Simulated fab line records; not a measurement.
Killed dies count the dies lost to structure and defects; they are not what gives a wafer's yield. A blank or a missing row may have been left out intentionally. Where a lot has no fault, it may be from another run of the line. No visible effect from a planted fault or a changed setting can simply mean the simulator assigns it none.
Chamber matching :: flow nand harc :: rie diel-12 running NHARC_A_CONTACT_ETCH_88: 4 sister chambers
The step etches the open film in CF4, target depth 39 nm, time 65 s. 14 wafers are shown with their chamber, then 7 later ones without.

## WAFERS WITH THEIR CHAMBER
wafer: L147.1
chamber: 3
showerhead plenum p Torr (Torr): 1.85
rf vpp V (V): 151.8
oes product au (a.u.): 0.993

wafer: L147.4
chamber: 1
showerhead plenum p Torr (Torr): 1.79
rf vpp V (V): 151.4
oes product au (a.u.): 0.999

wafer: L147.6
chamber: 2
showerhead plenum p Torr (Torr): 1.86
rf vpp V (V): 152.1
oes product au (a.u.): 1.000

wafer: L148.2
chamber: 3
showerhead plenum p Torr (Torr): 1.85
rf vpp V (V): 150.7
oes product au (a.u.): 0.997

wafer: L148.4
chamber: 1
showerhead plenum p Torr (Torr): 1.79
rf vpp V (V): 150.9
oes product au (a.u.): 1.010

wafer: L148.6
chamber: 0
showerhead plenum p Torr (Torr): 1.90
rf vpp V (V): 153.2
oes product au (a.u.): 1.003

wafer: L158.3
chamber: 2
showerhead plenum p Torr (Torr): 1.86
rf vpp V (V): 152.9
oes product au (a.u.): 1.011

wafer: L158.4
chamber: 3
showerhead plenum p Torr (Torr): 1.84
rf vpp V (V): 151.2
oes product au (a.u.): 0.994

wafer: L158.5
chamber: 1
showerhead plenum p Torr (Torr): 1.78
rf vpp V (V): 150.4
oes product au (a.u.): 0.997

wafer: L160.2
chamber: 2
showerhead plenum p Torr (Torr): 1.86
rf vpp V (V): 150.8
oes product au (a.u.): 1.021

wafer: L160.4
chamber: 1
showerhead plenum p Torr (Torr): 1.78
rf vpp V (V): 151.0
oes product au (a.u.): 1.000

wafer: L160.6
chamber: 3
showerhead plenum p Torr (Torr): 1.84
rf vpp V (V): 150.0
oes product au (a.u.): 0.992

wafer: L162.1
chamber: 1
showerhead plenum p Torr (Torr): 1.78
rf vpp V (V): 150.8
oes product au (a.u.): 1.005

wafer: L162.2
chamber: 2
showerhead plenum p Torr (Torr): 1.86
rf vpp V (V): 152.6
oes product au (a.u.): 1.025

SIGNATURES, as means of the wafers listed above
reading: showerhead plenum p Torr
chamber 0: 1.9000
chamber 1: 1.7840
chamber 2: 1.8600
chamber 3: 1.8450
scatter within a chamber: 0.00469

reading: rf vpp V
chamber 0: 153.200
chamber 1: 150.900
chamber 2: 152.100
chamber 3: 150.925
scatter within a chamber: 0.696

reading: oes product au
chamber 0: 1.00300
chamber 1: 1.00220
chamber 2: 1.01425
chamber 3: 0.99400
scatter within a chamber: 0.00707
Rule: a wafer lies at a distance from a chamber equal to the root of the sum of squares, over the readings, of (its reading less the chamber's mean, divided by the reading's scatter). If the next closest chamber is less than 2 further off than the closest, the wafer can't be placed; otherwise it belongs to the closest. How the scatter is found: for the shown wafers, subtract from each reading the mean of its chamber, square and add these, divide the total by (wafers less chambers), then take the root.

## WAFERS WHOSE CHAMBER IS MISSING
wafer: L162.4
showerhead plenum p Torr (Torr): 1.90
rf vpp V (V): 152.4
oes product au (a.u.): 0.998

wafer: L163.2
showerhead plenum p Torr (Torr): 1.84
rf vpp V (V): 152.4
oes product au (a.u.): 1.001

wafer: L163.5
showerhead plenum p Torr (Torr): 1.86
rf vpp V (V): 152.9
oes product au (a.u.): 1.021

wafer: L163.6
showerhead plenum p Torr (Torr): 1.84
rf vpp V (V): 151.5
oes product au (a.u.): 0.993

wafer: L166.3
showerhead plenum p Torr (Torr): 1.78
rf vpp V (V): 151.5
oes product au (a.u.): 0.988

wafer: L166.5
showerhead plenum p Torr (Torr): 1.78
rf vpp V (V): 151.6
oes product au (a.u.): 1.004

wafer: L166.6
showerhead plenum p Torr (Torr): 1.85
rf vpp V (V): 152.5
oes product au (a.u.): 1.007

## THE CHAMBER EACH PASSED THROUGH
wafer: L162.4
from the rows above: 0
in truth: 0

wafer: L163.2
from the rows above: 3
in truth: 3

wafer: L163.5
from the rows above: 2
in truth: 2

wafer: L163.6
from the rows above: 3
in truth: 3

wafer: L166.3
from the rows above: 1
in truth: 1

wafer: L166.5
from the rows above: 1
in truth: 1

wafer: L166.6
from the rows above: can't be placed: 2 or 3
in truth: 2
Correct placement for 6 of the 7. Can't be placed from these rows: 1 (the true chamber is among the candidates in 1). Placed wrongly: 0.
